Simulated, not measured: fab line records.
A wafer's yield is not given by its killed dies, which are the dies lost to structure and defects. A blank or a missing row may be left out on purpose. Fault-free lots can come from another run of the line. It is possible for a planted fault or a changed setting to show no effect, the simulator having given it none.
fab line records	flow n5_finfet
record: lots: 9	wafers: 27	last_day: 16
route steps=1938 shown BEOL_M11@1553 PASSIVATION@1936
lots that met no fault: taken from a fault-free run of the same line
start_h: hours from the record's opening day to when the first of the lot's shown wafers began	wait_h: hours since the lot's step before	" unchanged from the row above	L1.1+2: a row that stands for several wafers	- no value present, or no start provided	* or withheld: withheld	< > ~ a bound
route shown NAME@n: NAME is a module with steps in the file, n the number in the route of the first one	usual: average and standard deviation across the fault-free wafers	same: alike in all rows	chamber/n: place in a boat	sites: per-site readings	_std_site: their standard deviation	_edge_site: inner sites' mean taken away from outer sites' mean	radius_mm: how far each site lies from the wafer's centre	mask NAME#n: copy n	behind: tool/chamber where the wafer was last shaped	hold: cause of the lot's hold/its duration in hours/its outcome	device: names the non-switching transistor (n, p or np)	end of line: the same wafers' tests at the end of the route	where a step has no rows: the recipe by itself	killed: the dies lost at the first sort to structure and to defects; this is not the yield of the wafer	map: a wafer's dies, marking killed ones x, the rest . and places with no die _
set.NAME: the setting as run; set.NAME@STEP: as run at that earlier step	model.NAME: the simulator's own value behind a step, which no gauge read
route steps across a sampled set of lots; one table per step, one row per wafer
services: the hour from which a tool's chamber was out of use, counted from the record's first day as start_h (under 0 if before that day), plus the number of hours and why
== steps ==
step: N5_BEOL_M11_ETCH_61
recipe: chemistry: CF4	target: SiARC	target_depth_a: 390	mask_material: CAR-ArF	time_s: 65	ion_energy_ev: 80	pressure_mtorr: 40	source_w: 545	bias_w: 36	Ar_flow_sccm: 100	cf4_flow_sccm: 100	ends: cleared
usual: drypump_motor_current_A: 5.6/0.58	etch_rf_on_time_s: 64.4/1.3	oes_product_au: 0.68/0.084	rf_vpp_V: 183.9/1.4	showerhead_plenum_p_Torr: 2.13/0.087	throttle_valve_pct: 15.54/0.18
lot.wafer	tool	chamber	start_h	wait_h	drypump_motor_current_A	etch_rf_on_time_s	oes_product_au	rf_hours_counter_h	rf_vpp_V	showerhead_plenum_p_Torr	throttle_valve_pct
L483.3	rie_diel-05	1	230.51	0.0	6.0	65.0	0.80	8	184.0	2.10	15.43
L483.4	"	0	"	"	4.7	64.4	0.73	55	183.1	2.09	15.41
L483.5	"	2	"	"	6.2	66.9	0.60	-	183.3	2.04	15.77
L484.2	rie_diel-03	1	234.62	0.0	5.4	65.0	0.62	189	184.6	2.21	15.53
L484.4	"	3	"	"	5.2	65.5	0.64	139	181.9	1.99	15.50
L484.6	"	2	"	"	5.1	65.5	0.64	-	185.5	2.21	15.55
L486.1	rie_diel-01	0	255.28	0.0	6.0	62.8	0.84	10	185.5	2.18	15.38
L486.3	"	1	"	"	5.8	63.0	0.75	57	184.9	2.25	15.38
L486.6	"	1	"	"	5.8	62.3	0.75	-	185.3	2.25	15.38
L489.1	rie_diel-03	2	264.55	0.0	5.2	64.9	0.63	173	185.8	2.21	15.55
L489.4	"	1	"	"	5.4	64.8	0.62	-	183.9	2.20	15.54
L489.6	"	3	"	"	5.2	64.8	0.64	-	181.6	1.98	15.52
L493.2	rie_diel-03	0	285.73	0.0	5.3	62.0	0.86	1	184.8	2.19	15.16
L493.4	"	1	"	"	5.4	64.5	0.62	209	185.7	2.20	15.55
L493.6	"	1	"	"	5.4	64.7	0.60	-	186.5	2.20	15.56
L498.1	rie_diel-01	2	310.41	0.0	6.4	63.2	0.62	218	186.7	2.20	15.99
L498.3	"	0	"	"	6.0	62.2	0.80	29	182.8	2.18	15.44
L498.6	"	1	"	"	5.8	62.7	0.73	-	186.0	2.25	15.43
L497.2	rie_diel-03	3	318.88	0.0	5.2	65.7	0.62	172	181.5	1.98	15.56
L497.3	"	0	"	"	5.4	62.9	0.80	15	185.7	2.19	15.17
L497.6	"	3	"	"	5.2	65.5	0.62	-	181.9	1.98	15.56
L501.1	rie_diel-05	0	342.20	0.0	4.7	63.3	0.70	88	182.7	2.08	15.49
L501.4	"	1	"	"	6.0	64.6	0.75	41	183.6	2.09	15.50
L501.5	"	2	"	"	6.2	65.7	0.58	-	182.2	2.03	15.84
L503.1	rie_diel-01	0	343.06	0.0	6.0	62.7	0.78	40	184.6	2.17	15.45
L503.3	"	2	"	"	6.4	64.1	0.61	228	183.3	2.20	16.01
L503.4	"	3	"	"	4.9	63.0	0.75	48	183.8	2.18	15.29
step: N5_BEOL_M11_HM_OPEN_17
recipe: chemistry: Cl2/BCl3	target_depth_a: 200	overetch_a: 60	target: TiN	mask_material: SOC	ion_energy_ev: 150	pressure_mtorr: 10	icp_w: 1000	bias_w: 126	Cl2_flow_sccm: 53.25	bcl3_flow_sccm: 21.75	Ar_flow_sccm: 25
usual: drypump_motor_current_A: 5.7/0.44	oes_product_au: 0.67/0.066	throttle_valve_pct: 22.15/0.1
lot.wafer	tool	chamber	start_h	wait_h	drypump_motor_current_A	oes_product_au	rf_hours_counter_h	throttle_valve_pct
L483.3	rie_metal-01	1	230.77	0.1	5.4	0.81	-	22.03
L483.4	"	0	"	"	6.3	0.60	-	22.01
L483.5	"	0	"	"	6.3	0.61	-	22.00
L484.2	rie_metal-03	1	234.86	0.0	6.0	0.61	61	22.12
L484.4	"	1	"	"	6.0	0.61	-	22.12
L484.6	"	0	"	"	5.1	0.74	-	22.23
L486.1	rie_metal-03	0	255.52	0.0	5.1	0.74	14	22.23
L486.3	"	0	"	"	5.1	0.75	-	22.24
L486.6	"	1	"	"	5.9	0.61	-	22.08
L489.1	rie_metal-03	0	264.78	0.0	5.1	0.73	14	22.24
L489.4	"	0	"	"	5.1	0.75	-	22.25
L489.6	"	1	"	"	6.0	0.60	-	22.10
L493.2	rie_metal-03	1	285.97	0.0	6.0	0.60	68	22.12
L493.4	"	0	"	"	5.1	0.73	-	22.25
L493.6	"	1	"	"	6.0	0.60	-	22.12
L498.1	rie_metal-03	1	310.65	0.0	6.0	0.60	72	22.13
L498.3	"	1	"	"	6.0	0.59	-	22.12
L498.6	"	0	"	"	5.1	0.71	-	22.26
L497.2	rie_metal-03	1	319.13	0.0	6.0	0.59	72	22.13
L497.3	"	0	"	"	5.1	0.71	-	22.26
L497.6	"	1	"	"	6.0	0.59	-	22.12
L501.1	rie_metal-01	1	342.44	0.0	5.3	0.77	11	22.08
L501.4	"	1	"	"	5.3	0.76	-	22.07
L501.5	"	1	"	"	5.3	0.76	-	22.07
L503.1	rie_metal-01	1	343.30	0.0	5.3	0.76	11	22.06
L503.3	"	1	"	"	5.3	0.76	-	22.06
L503.4	"	0	"	"	6.2	0.60	-	21.99
step: N5_BEOL_M11_INSPECT_30
recipe: mode: adi	inspect_instrument: brightfield
usual: raw_defect_count: 391/100
lot.wafer	tool	chamber	start_h	wait_h	raw_defect_count
L483.3	defect_inspect-01	-	231.86	0.0	315
L483.4	"	-	"	"	299
L483.5	"	-	"	"	299
L484.2	defect_inspect-01	-	235.73	0.0	349
L484.4	"	-	"	"	321
L484.6	"	-	"	"	298
L486.1	defect_inspect-02	-	257.93	0.0	354
L486.3	"	-	"	"	294
L486.6	"	-	"	"	330
L489.1	defect_inspect-02	-	267.85	0.0	325
L489.4	"	-	"	"	332
L489.6	"	-	"	"	290
L493.2	defect_inspect-01	-	287.18	0.0	1349
L493.4	"	-	"	"	1310
L493.6	"	-	"	"	1353
L498.1	defect_inspect-01	-	311.87	0.0	258
L498.3	"	-	"	"	211
L498.6	"	-	"	"	293
L497.2	defect_inspect-01	-	319.77	0.0	1311
L497.3	"	-	"	"	1353
L497.6	"	-	"	"	1310
L503.1	defect_inspect-02	-	344.93	0.0	578
L503.3	"	-	"	"	612
L503.4	"	-	"	"	505
L501.1	defect_inspect-02	-	345.78	0.0	409
L501.4	"	-	"	"	463
L501.5	"	-	"	"	409
step: N5_BEOL_M11_ETCH_65
recipe: chemistry: CF4	target: SiARC	target_depth_a: 390	mask_material: CAR-ArF	time_s: 65	ion_energy_ev: 80	pressure_mtorr: 40	source_w: 545	bias_w: 36	Ar_flow_sccm: 100	cf4_flow_sccm: 100	ends: cleared
usual: drypump_motor_current_A: 5.7/0.64	etch_rf_on_time_s: 64.5/1.2	oes_product_au: 0.68/0.08	rf_vpp_V: 183.8/1.2	showerhead_plenum_p_Torr: 2.13/0.082	throttle_valve_pct: 15.55/0.19
lot.wafer	tool	chamber	start_h	wait_h	drypump_motor_current_A	etch_rf_on_time_s	oes_product_au	rf_hours_counter_h	rf_vpp_V	showerhead_plenum_p_Torr	throttle_valve_pct
L483.3	rie_diel-03	3	231.92	0.0	5.2	65.7	0.65	138	181.6	1.99	15.49
L483.4	"	2	"	"	5.2	65.0	0.63	166	184.6	2.21	15.55
L483.5	"	1	"	"	5.4	65.1	0.63	-	184.5	2.21	15.51
L484.2	rie_diel-01	0	235.80	0.0	6.0	63.1	0.85	3	184.3	2.19	15.38
L484.4	"	3	"	"	4.9	63.4	0.79	12	182.7	2.20	15.24
L484.6	"	2	"	"	6.4	64.8	0.62	-	185.9	2.21	15.97
L486.1	rie_diel-01	1	258.73	0.0	5.8	62.9	0.75	59	184.9	2.25	15.40
L486.3	"	3	"	"	4.9	63.0	0.78	21	182.6	2.19	15.25
L486.6	"	3	"	"	4.8	63.0	0.78	-	185.2	2.19	15.24
L489.1	rie_diel-01	2	267.92	0.0	6.3	64.8	0.62	208	184.9	2.20	15.96
L489.4	"	3	"	"	4.9	62.8	0.78	24	184.0	2.19	15.24
L489.6	"	0	"	"	6.0	63.4	0.83	-	184.5	2.18	15.41
L493.2	rie_diel-05	3	287.36	0.0	6.8	65.6	0.63	179	182.2	2.05	15.73
L493.4	"	0	"	"	4.7	64.4	0.71	72	182.8	2.08	15.43
L493.6	"	3	"	"	6.7	65.1	0.63	-	181.6	2.05	15.71
L498.1	rie_diel-01	2	312.23	0.0	6.4	63.8	0.62	219	185.6	2.20	15.99
L498.3	"	0	"	"	6.0	62.3	0.80	30	184.9	2.18	15.42
L498.6	"	0	"	"	6.0	62.3	0.80	-	183.3	2.18	15.43
L497.2	rie_diel-03	2	319.84	0.0	5.2	65.8	0.61	193	183.8	2.20	15.60
L497.3	"	1	"	"	5.4	65.6	0.61	218	185.9	2.20	15.59
L497.6	"	2	"	"	5.2	65.8	0.61	-	184.4	2.20	15.61
L503.1	rie_diel-05	3	345.24	0.0	6.8	64.6	0.63	196	184.2	2.05	15.74
L503.3	"	0	"	"	4.7	63.9	0.69	89	182.3	2.08	15.47
L503.4	"	2	"	"	6.2	66.1	0.58	225	182.1	2.03	15.84
L501.1	rie_diel-01	3	345.85	0.0	4.9	63.4	0.74	49	184.5	2.18	15.29
L501.4	"	2	"	"	6.3	64.8	0.61	229	184.8	2.20	16.01
L501.5	"	2	"	"	6.3	65.8	0.60	-	183.6	2.20	16.01
step: N5_BEOL_M11_ETCH_66
recipe: chemistry: N2/H2	target: SOC	target_depth_a: 1200	overetch_a: 240	mask_material: SiARC	temp_c: 40	time_s: 180	ion_energy_ev: 200	pressure_mtorr: 30	source_w: 840	bias_w: 150	n2_flow_sccm: 200	h2_flow_sccm: 200
usual: drypump_motor_current_A: 5.7/0.65	oes_product_au: 0.64/0.07	rf_vpp_V: 524/3	showerhead_plenum_p_Torr: 2.53/0.1	throttle_valve_pct: 17.76/0.2
lot.wafer	tool	chamber	start_h	wait_h	drypump_motor_current_A	oes_product_au	rf_hours_counter_h	rf_vpp_V	showerhead_plenum_p_Torr	throttle_valve_pct
L483.3	rie_diel-03	3	231.97	0.0	5.2	0.61	138	518	2.35	17.66
L483.4	"	2	"	"	5.1	0.60	166	528	2.64	17.70
L483.5	"	1	"	"	5.5	0.59	-	527	2.63	17.71
L484.2	rie_diel-01	0	235.85	0.0	6.0	0.79	3	525	2.61	17.65
L484.4	"	3	"	"	4.9	0.74	12	526	2.61	17.43
L484.6	"	2	"	"	6.4	0.59	-	526	2.63	18.29
L486.1	rie_diel-01	1	258.78	0.0	5.8	0.70	59	528	2.69	17.55
L486.3	"	3	"	"	4.9	0.72	21	527	2.60	17.44
L486.6	"	3	"	"	4.9	0.73	-	526	2.60	17.43
L489.1	rie_diel-01	2	267.97	0.0	6.3	0.58	208	525	2.63	18.31
L489.4	"	3	"	"	4.9	0.71	24	525	2.60	17.44
L489.6	"	0	"	"	6.0	0.77	-	526	2.61	17.69
L493.2	rie_diel-05	3	287.41	0.0	6.8	0.60	179	522	2.43	17.90
L493.4	"	0	"	"	4.7	0.67	72	522	2.46	17.59
L493.6	"	3	"	"	6.8	0.60	-	521	2.43	17.89
L498.1	rie_diel-01	2	312.28	0.0	6.3	0.58	219	525	2.62	18.33
L498.3	"	0	"	"	6.0	0.74	30	525	2.60	17.71
L498.6	"	0	"	"	6.0	0.74	-	524	2.60	17.70
L497.2	rie_diel-03	2	319.89	0.0	5.2	0.58	193	527	2.63	17.73
L497.3	"	1	"	"	5.5	0.57	218	527	2.62	17.75
L497.6	"	2	"	"	5.2	0.58	-	527	2.63	17.74
L503.1	rie_diel-05	3	345.29	0.0	6.8	0.59	196	519	2.43	17.92
L503.3	"	0	"	"	4.7	0.65	89	521	2.46	17.63
L503.4	"	2	"	"	6.2	0.55	225	520	2.41	17.97
L501.1	rie_diel-01	3	345.90	0.0	4.9	0.68	49	526	2.59	17.47
L501.4	"	2	"	"	6.4	0.57	229	525	2.62	18.33
L501.5	"	2	"	"	6.4	0.57	-	528	2.62	18.34
step: N5_PASSIVATION_PROBE_49
usual: defect_limited_yield: 91.1/1.3	killed_at_M0_to_M3: 36/10	killed_at_M4_up: 14/4.4	killed_at_contacts: 14/5.7	killed_at_front_end: 39/9.4	killed_at_other: 2.9/2.6	killed_dies: 105/15	killed_on_rim: 14/3.5	killed_open: 70/12	killed_short: 34/7.1	sort_bin_5_function: 5.3/0.77	sort_bin_6_memory: 3.3/0.66	sort_n_pass: 1075/15	sort_yield_pct: 91.1/1.3
same: gross_dies: 1180	killed_at_back_side: 0	sort_bin_4_leakage[%]: 0	sort_bin_8_speed[%]: 0
lot.wafer	tool	chamber	start_h	wait_h	defect_limited_yield[%]	killed_at_M0_to_M3	killed_at_M4_up	killed_at_contacts	killed_at_front_end	killed_at_other	killed_dies	killed_on_rim	killed_open	killed_short	sort_bin_5_function[%]	sort_bin_6_memory[%]	sort_n_pass	sort_yield_pct[%]
L493.2	prober-02	-	323.93	0.1	90.6	20	56	15	19	1	111	22	45	15	5.6	2.3	1069	90.6
L493.4	prober-02	-	324.03	0.2	81.4	26	154	7	24	9	220	21	53	27	11.4	4.0	960	81.4
L493.6	prober-02	-	324.13	0.3	82.8	16	146	15	21	5	203	21	39	26	11.0	3.0	977	82.8
L497.2	prober-02	-	361.84	0.1	80.2	32	149	10	42	1	234	16	75	23	11.9	4.6	946	80.2
L497.3	prober-02	-	361.89	0.1	89.2	23	64	4	37	0	128	28	44	30	6.4	2.9	1052	89.2
L497.6	prober-02	-	362.04	0.3	79.7	31	168	5	31	5	240	16	72	23	12.4	5.3	940	79.7
killed by level:class
L493.2 BEOL_M11:unspecified=49 MOL_CONTACT_COAG:geometric_particle:open=12 BEOL_M3:geometric_particle:open=6 STI_FIN_REVEAL:geometric_particle:open=5 BEOL_M1:geometric_particle:open=5 DUMMY_GATE:geometric_particle:open=4 BEOL_M0_SAQP:geometric_particle:short=4 MOL_CONTACT_COAG:geometric_particle:short=3
L493.4 BEOL_M11:unspecified=140 BEOL_M0_SAQP:geometric_particle:open=8 MOL_CONTACT_COAG:geometric_particle:open=7 DUMMY_GATE:geometric_particle:open=4 BEOL_M4:geometric_particle:short=4 BEOL_M1:geometric_particle:open=4 BEOL_M5:geometric_particle:open=4 FIN_SAQP:geometric_particle:open=3
L493.6 BEOL_M11:unspecified=138 MOL_CONTACT_COAG:geometric_particle:open=11 BEOL_M3:geometric_particle:open=6 FIN_SAQP:geometric_particle:short=4 MOL_CONTACT_COAG:geometric_particle:short=4 STARTING-WAFER:geometric_particle:open=4 ILD0:geometric_particle:short=3 BEOL_M0_SAQP:geometric_particle:short=3
L497.2 BEOL_M11:unspecified=135 BEOL_M0_SAQP:geometric_particle:open=11 MOL_CONTACT_COAG:geometric_particle:open=10 STI_FIN_REVEAL:geometric_particle:open=9 FIN_SAQP:geometric_particle:open=7 FIN_SAQP:geometric_particle:short=6 BEOL_M3:geometric_particle:open=5 BEOL_M0_SAQP:geometric_particle:short=4
L497.3 BEOL_M11:unspecified=53 FIN_SAQP:geometric_particle:short=12 FIN_SAQP:geometric_particle:open=8 BEOL_M0_SAQP:geometric_particle:short=7 BEOL_M0_SAQP:geometric_particle:open=6 STARTING-WAFER:geometric_particle:short=5 BEOL_M0:geometric_particle:open=4 BEOL_M2:geometric_particle:open=4
L497.6 BEOL_M11:unspecified=144 BEOL_M4:geometric_particle:open=12 BEOL_M3:geometric_particle:open=12 STI_FIN_REVEAL:geometric_particle:open=8 BEOL_M0_SAQP:geometric_particle:open=8 FIN_SAQP:geometric_particle:open=4 FIN_SAQP:geometric_particle:short=4 FIN_CUT:geometric_particle:open=3
== services ==
tool	chamber	start_h	hours	kind
rie_diel-01	2	247.19	13.3	repair
rie_metal-01	-	248.80	28.1	pm
rie_diel-03	2	251.67	11.3	repair
rie_diel-03	0	263.00	-	clean
rie_diel-03	0	263.00	-	consumable_replace:focus_ring
rie_diel-03	0	263.00	18.7	scheduled_down
rie_diel-03	0	263.00	18.7	vent_cycle
rie_diel-01	2	276.08	10.4	repair
rie_metal-01	-	279.59	0.7	repair
rie_diel-03	1	291.76	7.9	repair
== key ==
first_sign: step: N5_BEOL_M11_INSPECT_30	reading: raw_defect_count	direction: up	sigmas: 9.1	usual: 391	struck: 1331
effect: step: N5_PASSIVATION_PROBE_49	reading: killed_at_M4_up	direction: up	sigmas: 25	usual: 14	struck: 123
more_kills_born_at: N5_BEOL_M11_ETCH_61@rie_diel-03: 659
met_at N5_BEOL_M11_ETCH_61
struck_lots L493,L497
not_acting_at N5_BEOL_M11_HM_OPEN_17,N5_BEOL_M11_ETCH_65,N5_BEOL_M11_ETCH_66
onset_between 264.55 285.73
fault: kind: chamber_particle_source	tool: rie_diel-03	chamber: -	onset_h: 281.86	steps: N5_BEOL_M11_ETCH_61	rate_per_visit_cm2: 1.409	end_h: 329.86
